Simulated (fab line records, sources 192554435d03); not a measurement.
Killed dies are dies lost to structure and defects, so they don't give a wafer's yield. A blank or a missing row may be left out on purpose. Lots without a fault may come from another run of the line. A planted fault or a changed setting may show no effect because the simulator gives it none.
A struck lot beside a sound one | flow n5_finfet | 16 steps out of a route of 1938
Sound: wafers L301.1, L301.2, L301.4. Struck: wafers L309.1, L309.4. The cause comes at the end.
At each step with rows: each side's tool, then ch and its chambers, then its first start. Under that, the readings that differ: sound wafers | struck wafers | difference of the means | sigmas: that difference in standard deviations of wafers without a fault.
alike: readings whose means differ by less than 2 such deviations, and words and numbers that are the same on both sides. not compared: withheld readings, readings that some wafer has no value for, bounds like >300 that may hide the same value, and numbers for which the record gives no deviation and whose values overlap.
The two part at a step that has a row with sigmas, a row that says differs or no value, or rows on one side only. Numbers that don't overlap but have no deviation are shown without sigmas and don't part them. A reading that every wafer of one side lacks parts them only if that side has two wafers or more.

N5_BEOL_M0_SAQP_HM_OPEN_112: chemistry CHF3/O2, target SiO2, stops on a-Si, target depth 12 nm, time 13.5 s.
  sound on rie_diel-06 ch 0,1,2, day 6 02:33; struck on rie_diel-04 ch 2,3, day 8 09:45
  alike: drypump_motor_current_A, oes_product_au, rf_vpp_V, showerhead_plenum_p_Torr, throttle_valve_pct
  not compared: rf_hours_counter_h
then, 2 steps without rows for these wafers: N5_BEOL_M0_SAQP_STRIP_113 (strips in CHF3/O2); N5_BEOL_M0_SAQP_MANDREL_ETCH_20 (etches a-Si in HBr/Cl2, stops on SiNx, target depth 60 nm, bt time 10 s, time 30 s).
N5_BEOL_M0_SAQP_STRIP_86: strips in N2/H2.
  sound on rie_diel-04 ch 0,1,2, day 6 02:44; struck on rie_diel-06 ch 0,1, day 8 09:56
  alike: drypump_motor_current_A, oes_product_au, rf_vpp_V, showerhead_plenum_p_Torr, throttle_valve_pct
  not compared: rf_hours_counter_h
then, 2 steps without rows for these wafers: N5_BEOL_M0_SAQP_STRIP_115 (strips in post etch residue remover, time 60 s); N5_BEOL_M0_SAQP_SRD_93 (time 30 s).
N5_BEOL_M0_SAQP_RECESS_114: chemistry HF/NH3, target SiO2, target depth 14.4 nm, afs cycles 3, sublimation time 60 s.
  sound on vapor_etch-01 ch 0,1, day 6 02:52; struck on vapor_etch-01 ch 0,1, day 8 10:04
  alike: drypump_motor_current_A
then, 1 step without rows for these wafers: N5_BEOL_M0_SAQP_SPACER1_ALD_98 (deposits SiO2, target thk 12.8 nm, pulse time 1 s, purge time 2 s).
N5_BEOL_M0_SAQP_SPACER1_ETCHBACK_99: etches SiO2 in CHF3/O2, target depth 15.4 nm, time 7.7 s.
  sound on rie_diel-04 ch 0,1,3, day 6 03:44; struck on rie_diel-04 ch 2,3, day 8 11:09
  reading      | sound       | struck  | difference | sigmas
  rf_vpp_V (V) | 535 538 522 | 509 522 | -16        | -2
  alike: drypump_motor_current_A, oes_product_au, showerhead_plenum_p_Torr, throttle_valve_pct
  not compared: rf_hours_counter_h
N5_BEOL_M0_SAQP_MANDREL1_REMOVE_100: chemistry HBr/Cl2/O2, target a-Si, stops on SiNx, bt time 10 s.
  sound on rie_si-06 ch 0,2,3, day 6 03:49; struck on rie_si-02 ch 1,2, day 8 11:14
  alike: drypump_motor_current_A, oes_product_au, throttle_valve_pct
  not compared: rf_hours_counter_h
N5_BEOL_M0_SAQP_CD_MEAS_25: target cd 13.1 nm.
  sound on cd_sem-03 ch 0, day 6 03:56; struck on cd_sem-02 ch 0, day 8 11:20
  alike: cd_nm
then, 1 step without rows for these wafers: N5_BEOL_M0_SAQP_ETCH_101 (etches SiNx in CH3F/O2, target depth 29.9 nm, time 42.7 s).
N5_BEOL_M0_SAQP_ETCH_102: etches SiO2 in CF4, target depth 4 nm, time 4.4 s.
  sound on rie_si-02 ch 0,1,2, day 6 04:05; struck on rie_si-06 ch 1,3, day 8 11:29
  reading                  | sound             | struck      | difference | sigmas
  oes_product_au (a.u.)    | 0.960 0.990 0.998 | 1.362 1.357 | +0.377     | +19
  rf_hours_counter_h (h)   | 56 73 32          | 26 3        | -39        |
  model.etch.depth_nm (nm) | 3.867 3.88 3.989  | 6.113 6.327 | +2.308     |
  alike: drypump_motor_current_A, throttle_valve_pct
then, 1 step without rows for these wafers: N5_BEOL_M0_SAQP_MANDREL_ETCH_103 (etches a-Si in HBr/Cl2, stops on SiCN, target depth 45 nm, bt time 10 s, time 27 s).
-- the record jumps here: 3 days lie between the struck wafers' starts before and after (it left off in module BEOL_M0_SAQP and takes up again in module BEOL_M4, whose first step shown is number 1111 of the route) --
N5_BEOL_M4_RC_MEAS_101:
  sound on prober-02 ch 0, day 8 20:43; struck on prober-01 ch 0, day 11 02:05
  reading        | sound          | struck    | difference | sigmas
  DIBL_N (mV/V)  | 34.4 30.5 35.5 | 38.4 37.5 | +4.5       | +2
  IOFF_N (nA/um) | 0.13 0.08 0.16 | 0.20 0.19 | +0.07      | +2
  ION_N (uA/um)  | 674 646 665    | 693 686   | +28        | +3
  VT_N (mV)      | 254 260 251    | 248 246   | -8         | -2
  alike: DIBL_P, IOFF_P, ION_P, SS_N, SS_P, VT_P
-- the record jumps here: 5 days lie between the struck wafers' starts before and after (it left off in module BEOL_M4 and takes up again in module PASSIVATION, whose first step shown is number 1936 of the route) --
N5_PASSIVATION_PROBE_49:
  the record has rows for the struck wafers here (prober-02, day 16 01:26) and none for the sound ones

WHERE THEY PART
First at N5_BEOL_M0_SAQP_SPACER1_ETCHBACK_99; last, within this record, at N5_PASSIVATION_PROBE_49.

WHY: what the simulator had put in
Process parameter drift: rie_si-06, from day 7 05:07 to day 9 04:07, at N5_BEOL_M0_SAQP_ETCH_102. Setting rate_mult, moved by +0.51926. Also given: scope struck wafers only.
